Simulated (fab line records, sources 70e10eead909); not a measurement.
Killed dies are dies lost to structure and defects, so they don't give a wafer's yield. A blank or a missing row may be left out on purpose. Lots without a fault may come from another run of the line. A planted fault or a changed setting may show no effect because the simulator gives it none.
Problem report in the 8D (eight disciplines) form, filled by code | flow nand_harc | the parts of the form that need people (team, actions taken, sign-off) are left out

1. THE PROBLEM
time_to_endpoint_s at NHARC_A_BLC_CMP_25 reads a mean of 15.2 s on 3 wafers of 3 lots; wafers without a fault read 30.8 s with a standard deviation of 2.6. That is -6.0 standard deviations from the usual mean.
The step: polishes, t overpolish 30 s, target thk 150 nm.
First seen on wafer L731.5, day 20 08:45, on cmp-03. The record holds 32 wafers of 12 lots with a number at this step. Rule for "out", or "out of limits": more than 4 standard deviations from the usual mean. The other wafers with a number count as sound.

2. WHAT IT IS AND WHAT IT IS NOT
question                    | is                     | is not
which readings at this step | time_to_endpoint_s     | motor_current_A, overpolish_run_s
which lots                  | L729, L731, L733       | L718, L719, L721, L723, L725, L726, L727, L728, L741
which wafers of those lots  | L729.1, L731.5, L733.1 | L731.3, L731.6
read on which tools         | cmp-02, cmp-03         | cmp-01
when                        | from day 20 08:45      | up to then (26 sound wafers); but 3 sound wafers of L741 came after

3. SUSPECTS, AND WHAT RULES EACH OUT
Counting: a tool at a process step up to the reading stays a suspect if it ran every lot that is out. Sound lots after the first of them don't rule it out here, since some wafers of a struck lot are sound.
- cvd_w-02 at NHARC_A_BLC_CVD_24 (deposits W, target thk 150 nm, time 434 s): kept. It ran every lot that is out, first L731 (day 20 08:25); its last sound lot up to then is L727 (day 19 19:47).
- Within cvd_w-02 at NHARC_A_BLC_CVD_24: the wafers that are out ran in chamber 1; their sound lot-mates ran in chamber 0.
Left after counting: cvd_w-02 at NHARC_A_BLC_CVD_24.

4. THE CAUSE (what the simulator had put in)
Process parameter drift: cvd_w-02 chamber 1, from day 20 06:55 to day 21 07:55, at NHARC_A_BLC_CVD_24. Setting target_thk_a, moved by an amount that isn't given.
Counting left only this tool.

5. THE CHAIN OF EFFECTS, in route order
Each row: a reading whose mean over the struck wafers that have a number lies more than 3 standard deviations from the usual. Only readings for which the record gives a usual standard deviation are gone through. hours: the time from each lot's start at the first step in this table that gives one to its start at this step, as a median over the lots. sigmas: the change in usual standard deviations.
hours | step               | reading            | usual  | on struck wafers | change | sigmas
0     | NHARC_A_BLC_CMP_25 | time_to_endpoint_s | 30.8 s | 15.2             | -15.6  | -6.0
The process steps in it:
- NHARC_A_BLC_CMP_25: polishes, t overpolish 30 s, target thk 150 nm.
Later measuring or inspecting steps at which every struck wafer that the step has a row for has a number for every such reading, and none has moved that far: NHARC_END_SORT_01.

6. WHAT WOULD HAVE CAUGHT IT SOONER
In this record the first reading out of limits was taken at day 20 08:45, 2 hours after the fault began at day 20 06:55.
Of the tool readings at NHARC_A_BLC_CVD_24 for which the record gives a usual standard deviation, none was out on any struck wafer, so an alarm limit of 4 standard deviations on them would not have fired.
Of the lots that are out (3), L729, L733 began NHARC_A_BLC_CVD_24 on cvd_w-02 after day 20 08:45. A hold on the tool at that time would have spared those 2.
